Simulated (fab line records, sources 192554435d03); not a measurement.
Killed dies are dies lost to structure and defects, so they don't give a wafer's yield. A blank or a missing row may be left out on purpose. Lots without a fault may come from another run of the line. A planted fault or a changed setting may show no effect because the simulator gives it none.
fab line records | flow n5_finfet | part 2 of 2: steps 5 to 6 of 6
record lots=22 wafers=66 last_day=19
route steps=1938 shown BEOL_M1@829 BEOL_M2@855
lots that met no fault: from a run of the same line without faults
start_h: hours from the record's first day to the start of the lot's first wafer shown | wait_h: hours since the lot's step before | " the same as in the row above | L1.1+2: a row that stands for several wafers | - no value, or no start given | * or withheld: withheld | < > ~ a bound
route shown NAME@n: a module of which the file shows steps, and the number in the route of the first | usual: mean/standard deviation of fault-free wafers | same: alike in all rows | chamber/n: place in a boat | sites: the reading at each site | _std_site: their standard deviation | _edge_site: outer sites' mean less inner sites' | radius_mm: how far each site lies from the wafer's centre | mask NAME#n: copy n | behind: the tool/chamber that last shaped the wafer | hold: why the lot was held/for how many hours/how that ended | device: the transistor (n, p or np) that didn't switch | end of line: the same wafers' tests at the end of the route | a step without rows: its recipe alone | killed: dies lost to structure and defects at the first sort, not the wafer's yield | map: a wafer's dies, x killed, . not, _ none there
set.NAME: the setting as run; set.NAME@STEP: as run at that earlier step | model.NAME: the simulator's own value behind a step, which no gauge read
steps of the route over a sample of lots; a table a step, a row a wafer
services: from which hour (start_h, from the record's first day; less than 0 if before it) a tool's chamber was out of use, for how many hours, and why
## steps
# step N5_BEOL_M2_ETCH_69
# recipe chemistry=CF4 target=SiARC target_depth_a=156 mask_material=CAR-EUV time_s=26 ion_energy_ev=80 pressure_mtorr=40 source_w=545 bias_w=36 Ar_flow_sccm=100 cf4_flow_sccm=100 ends=cleared
# usual drypump_motor_current_A=5.6/0.47 etch_rf_on_time_s=25.7/0.59 oes_product_au=0.68/0.074 rf_vpp_V=184.4/1.3 showerhead_plenum_p_Torr=2.17/0.079 throttle_valve_pct=15.59/0.2
# columns lot.wafer tool chamber start_h wait_h drypump_motor_current_A etch_rf_on_time_s oes_product_au rf_hours_counter_h rf_vpp_V showerhead_plenum_p_Torr throttle_valve_pct
L074.2 rie_diel-06 2 137.23 0.0 4.9 26.5 0.59 225 183.5 2.12 15.39
L074.3 " 1 " " 5.8 26.6 0.66 129 183.0 2.07 15.67
L074.6 " 3 " " 6.0 25.6 0.69 - 186.0 2.24 15.63
L076.2 rie_diel-06 2 138.77 0.0 4.9 26.5 0.59 226 184.4 2.12 15.40
L076.5 " 0 " " 5.8 25.3 0.80 - 186.2 2.29 15.61
L076.6 " 1 " " 5.8 26.7 0.65 - 183.3 2.07 15.67
L075.1 rie_diel-06 2 145.47 0.0 5.0 26.4 0.59 229 183.0 2.12 15.41
L075.2 " 3 " " 6.0 25.7 0.68 110 187.2 2.24 15.66
L075.5 " 1 " " 5.8 26.8 0.66 - 183.0 2.07 15.67
L077.1 rie_diel-04 0 153.55 0.0 4.8 26.0 0.72 68 183.9 2.17 15.36
L077.5 " 0 " " 4.8 26.2 0.71 - 184.2 2.17 15.34
L077.6 " 3 " " 5.8 25.1 0.68 - 183.1 2.06 15.81
L078.1 rie_diel-05 2 153.74 0.0 5.2 25.2 0.82 9 185.5 2.27 15.20
L078.3 " 3 " " 5.6 26.1 0.60 216 184.4 2.20 15.97
L078.6 " 1 " " 5.1 25.7 0.60 - 184.9 2.20 16.00
L080.3 rie_diel-04 1 177.75 0.0 6.0 25.7 0.63 173 185.6 2.21 15.39
L080.4 " 2 " " 5.8 25.1 0.70 85 185.5 2.16 15.64
L080.5 " 3 " " 5.8 24.8 0.68 - 182.4 2.06 15.84
L081.2 rie_diel-05 3 180.55 0.0 5.6 25.8 0.60 224 184.7 2.19 15.99
L081.4 " 0 " " 6.4 26.5 0.64 163 183.3 2.05 15.58
L081.5 " 0 " " 6.5 26.9 0.63 - 182.5 2.05 15.57
L082.1 rie_diel-06 1 181.24 0.0 5.8 26.5 0.65 142 183.1 2.07 15.68
L082.2 " 3 " " 6.0 25.5 0.68 121 185.2 2.24 15.68
L082.5 " 1 " " 5.8 26.3 0.65 - 183.4 2.07 15.68
L083.3 rie_diel-06 0 185.89 0.0 5.8 25.1 0.79 29 184.1 2.29 15.64
L083.5 " 2 " " 5.0 26.4 0.58 - 182.9 2.11 15.44
L083.6 " 3 " " 6.0 25.6 0.67 - 184.8 2.23 15.68
L085.3 rie_diel-06 0 199.48 0.0 5.8 24.9 0.78 33 184.1 2.28 15.66
L085.4 " 0 " " 5.9 24.9 0.79 - 185.2 2.28 15.65
L085.5 " 2 " " 4.9 26.5 0.58 - 183.4 2.11 15.45
L084.2 rie_diel-06 2 202.08 0.0 5.0 26.7 0.57 247 183.1 2.11 15.43
L084.4 " 3 " " 6.0 25.7 0.67 - 185.6 2.23 15.70
L084.6 " 0 " " 5.8 25.4 0.78 - 186.8 2.28 15.66
L087.1 rie_diel-04 0 230.89 0.0 4.7 26.4 0.68 97 183.1 2.16 15.40
L087.2 " 1 " " 5.9 25.8 0.62 194 186.1 2.20 15.44
L087.3 " 3 " " 5.8 25.6 0.65 174 182.8 2.05 15.87
L086.3 rie_diel-04 0 235.66 0.0 4.8 25.8 0.68 99 185.2 2.16 15.42
L086.4 " 1 " " 5.9 25.5 0.62 196 184.9 2.20 15.43
L086.6 " 1 " " 5.9 25.4 0.62 - 187.2 2.20 15.45
L089.1 rie_diel-04 2 238.36 0.0 5.8 25.3 0.68 104 183.4 2.16 15.68
L089.2 " 1 " " 5.9 25.7 0.61 197 184.6 2.20 15.44
L089.3 " 3 " " 5.7 24.8 0.66 178 182.7 2.05 15.87
L088.1 rie_diel-05 0 241.05 0.0 6.5 26.7 0.61 190 184.4 2.04 15.64
L088.4 " 2 " " 5.2 25.2 0.78 - 184.8 2.27 15.25
L088.6 " 1 " " 5.2 25.5 0.79 - 183.9 2.19 15.58
L090.3 rie_diel-05 0 241.60 0.0 6.5 26.9 0.61 190 183.9 2.04 15.63
L090.4 " 2 " " 5.2 25.2 0.79 - 183.7 2.27 15.25
L090.6 " 0 " " 6.4 27.0 0.61 - 182.1 2.04 15.63
L093.1 rie_diel-04 3 262.09 0.0 5.7 25.1 0.65 186 182.3 2.05 15.89
L093.5 " 2 " " 5.8 25.5 0.67 - 183.7 2.15 15.69
L093.6 " 3 " " 5.7 25.3 0.65 - 183.8 2.05 15.89
L091.2 rie_diel-05 1 266.82 0.0 5.1 25.5 0.77 32 184.8 2.18 15.60
L091.4 " 2 " " 5.2 25.2 0.76 42 185.6 2.26 15.27
L091.6 " 2 " " 5.2 25.1 0.77 - 185.0 2.26 15.27
L094.2 rie_diel-05 3 267.64 0.0 5.6 25.2 0.82 3 185.0 2.18 15.52
L094.3 " 2 " " 5.2 25.4 0.76 43 186.1 2.26 15.28
L094.6 " 0 " " 6.5 26.9 0.60 - 182.6 2.04 15.68
L095.2 rie_diel-04 1 269.88 0.0 5.9 25.9 0.61 209 184.4 2.20 15.45
L095.3 " 3 " " 5.7 24.9 0.65 190 183.3 2.05 15.89
L095.4 " 0 " " 4.7 26.3 0.67 112 183.5 2.15 15.43
L092.4 rie_diel-04 1 270.61 0.0 5.9 25.7 0.61 - 183.6 2.20 15.46
L092.5 " 0 " " 4.8 26.1 0.67 - 185.0 2.15 15.44
L092.6 " 2 " " 5.8 25.1 0.67 - 184.2 2.15 15.69
L097.1 rie_diel-06 3 291.34 0.0 6.0 25.9 0.64 162 184.1 2.22 15.77
L097.2 " 0 " " 5.8 25.1 0.74 69 185.9 2.27 15.73
L097.3 " 1 " " 5.8 26.5 0.63 179 183.0 2.06 15.75
# step N5_BEOL_M2_STRIP_97
# recipe chemistry=N2/H2 time_s=10 power_w=450 temp_c=40 pressure_mtorr=20 rf_frequency_hz=6e+07 bias_power_w=7 n2_flow_sccm=200 h2_flow_sccm=200
# usual drypump_motor_current_A=5.6/0.47 oes_product_au=0.79/0.083 rf_vpp_V=59.3/0.89 showerhead_plenum_p_Torr=2.57/0.093 throttle_valve_pct=23.56/0.28
# columns lot.wafer tool chamber start_h wait_h drypump_motor_current_A oes_product_au rf_hours_counter_h rf_vpp_V showerhead_plenum_p_Torr throttle_valve_pct
L074.2 rie_diel-05 1 - - 5.1 0.70 238 58.4 2.60 23.66
L074.3 " 3 " " 5.6 0.69 212 58.6 2.60 23.63
L074.6 " 3 " " 5.6 0.69 - 60.4 2.60 23.61
L076.2 rie_diel-04 0 - - 4.8 0.85 65 60.7 2.56 23.55
L076.5 " 2 " " 5.8 0.81 - 59.9 2.59 23.99
L076.6 " 1 " " 5.9 0.74 - 58.9 2.63 23.43
L075.1 rie_diel-06 0 - - 5.8 0.95 18 59.4 2.71 23.81
L075.2 " 2 " " 4.9 0.67 230 59.7 2.50 23.30
L075.5 " 3 " " 6.0 0.79 - 59.5 2.67 23.61
L077.1 rie_diel-04 0 - - 4.7 0.84 68 58.2 2.56 23.56
L077.5 " 2 " " 5.8 0.80 - 58.4 2.58 24.00
L077.6 " 1 " " 5.9 0.74 - 58.3 2.63 23.43
L078.1 rie_diel-06 1 - - 5.8 0.77 135 57.3 2.45 23.60
L078.3 " 2 " " 5.0 0.68 232 60.2 2.50 23.30
L078.6 " 2 " " 4.9 0.68 - 59.0 2.50 23.29
L080.3 rie_diel-06 1 - - 5.8 0.77 143 59.1 2.44 23.61
L080.4 " 0 " " 5.8 0.93 28 61.2 2.71 23.82
L080.5 " 0 " " 5.8 0.93 - 61.0 2.71 23.82
L081.2 rie_diel-04 0 - - 4.8 0.82 79 59.7 2.55 23.57
L081.4 " 3 " " 5.8 0.77 157 58.5 2.42 23.53
L081.5 " 0 " " 4.8 0.82 - 58.1 2.55 23.56
L082.1 rie_diel-05 3 - - 5.5 0.69 226 58.2 2.59 23.63
L082.2 " 2 " " 5.2 0.95 20 58.8 2.68 22.77
L082.5 " 0 " " 6.4 0.76 - 59.0 2.43 23.45
L083.3 rie_diel-04 0 - - 4.7 0.83 83 58.4 2.55 23.59
L083.5 " 2 " " 5.8 0.79 - 60.3 2.58 24.01
L083.6 " 3 " " 5.8 0.76 - 57.2 2.42 23.54
L085.3 rie_diel-06 2 - - 4.9 0.67 246 58.8 2.50 23.32
L085.4 " 0 " " 5.8 0.92 - 59.6 2.71 23.86
L085.5 " 3 " " 6.0 0.77 - 60.2 2.66 23.63
L084.2 rie_diel-06 3 - - 6.0 0.78 129 58.3 2.66 23.63
L084.4 " 0 " " 5.8 0.92 - 60.2 2.71 23.84
L084.6 " 3 " " 6.0 0.78 - 59.7 2.66 23.63
L087.1 rie_diel-04 1 - - 5.9 0.71 195 56.8 2.62 23.47
L087.2 " 0 " " 4.7 0.81 97 57.0 2.55 23.59
L087.3 " 3 " " 5.8 0.74 174 57.9 2.41 23.55
L086.3 rie_diel-05 1 - - 5.1 0.92 16 59.3 2.59 23.48
L086.4 " 3 " " 5.6 0.66 248 59.1 2.58 23.66
L086.6 " 2 " " 5.2 0.91 - 59.9 2.68 22.78
L089.1 rie_diel-05 0 - - 6.4 0.73 189 59.5 2.42 23.49
L089.2 " 1 " " 5.2 0.93 18 59.6 2.58 23.47
L089.3 " 2 " " 5.2 0.92 28 61.6 2.68 22.79
L088.1 rie_diel-04 3 - - 5.8 0.75 181 59.2 2.41 23.56
L088.4 " 1 " " 6.0 0.71 199 59.3 2.62 23.47
L088.6 " 1 " " 6.0 0.71 - 58.9 2.62 23.47
L090.3 rie_diel-06 1 - - 5.8 0.74 163 59.3 2.44 23.64
L090.4 " 2 " " 5.0 0.99 5 59.7 2.49 23.08
L090.6 " 3 " " 6.0 0.76 - 59.7 2.66 23.66
L094.2 rie_diel-04 2 - - 5.8 0.76 116 58.3 2.57 24.04
L094.3 " 1 " " 6.0 0.70 209 59.9 2.61 23.49
L094.6 " 0 " " 4.7 0.79 - 60.1 2.54 23.63
L093.1 rie_diel-04 0 - - 4.8 0.78 113 60.6 2.54 23.62
L093.5 " 1 " " 5.9 0.70 - 60.1 2.61 23.48
L093.6 " 0 " " 4.8 0.79 - 60.4 2.54 23.61
L091.2 rie_diel-06 3 - - 6.0 0.75 157 60.0 2.65 23.67
L091.4 " 0 " " 5.8 0.87 64 59.0 2.69 23.88
L091.6 " 0 " " 5.8 0.86 - 61.2 2.69 23.87
L095.2 rie_diel-04 2 - - 5.8 0.77 117 58.6 2.57 24.05
L095.3 " 0 " " 4.8 0.79 113 59.2 2.54 23.61
L095.4 " 1 " " 5.9 0.70 210 59.1 2.61 23.48
L092.4 rie_diel-05 0 - - 6.4 0.71 204 60.0 2.42 23.50
L092.5 " 3 " " 5.6 0.94 - 58.7 2.58 23.20
L092.6 " 0 " " 6.5 0.73 - 59.2 2.42 23.50
L097.1 rie_diel-06 3 - - 6.0 0.74 163 58.8 2.65 23.66
L097.2 " 2 " " 4.9 0.93 22 58.8 2.49 23.10
L097.3 " 1 " " 5.8 0.74 181 59.6 2.43 23.67
## services
# columns tool chamber start_h hours kind
rie_diel-05 0 147.50 7.9 repair
rie_diel-04 2 158.73 9.8 repair
rie_diel-05 1 182.10 - clean
rie_diel-05 1 182.10 - consumable_replace:focus_ring
rie_diel-05 1 182.10 14.4 scheduled_down
rie_diel-05 1 182.10 14.4 vent_cycle
rie_diel-05 2 186.93 18.4 repair
pvd_sputter-02 - 189.66 6.6 repair
rie_diel-06 1 194.90 14.0 repair
rie_diel-06 2 211.29 - clean
rie_diel-06 2 211.29 - consumable_replace:focus_ring
rie_diel-06 2 211.29 18.5 scheduled_down
rie_diel-06 2 211.29 18.5 vent_cycle
rie_diel-04 2 221.50 5.6 repair
rie_diel-04 2 227.60 7.5 repair
rie_diel-05 3 240.19 - clean
rie_diel-05 3 240.19 - consumable_replace:focus_ring
rie_diel-05 3 240.19 20.8 scheduled_down
rie_diel-05 3 240.19 20.8 vent_cycle
rie_diel-04 - 246.59 4.3 pm
rie_diel-04 3 270.27 1.4 repair
rie_diel-05 1 276.52 6.8 repair
pvd_sputter-03 - 294.50 0.8 repair
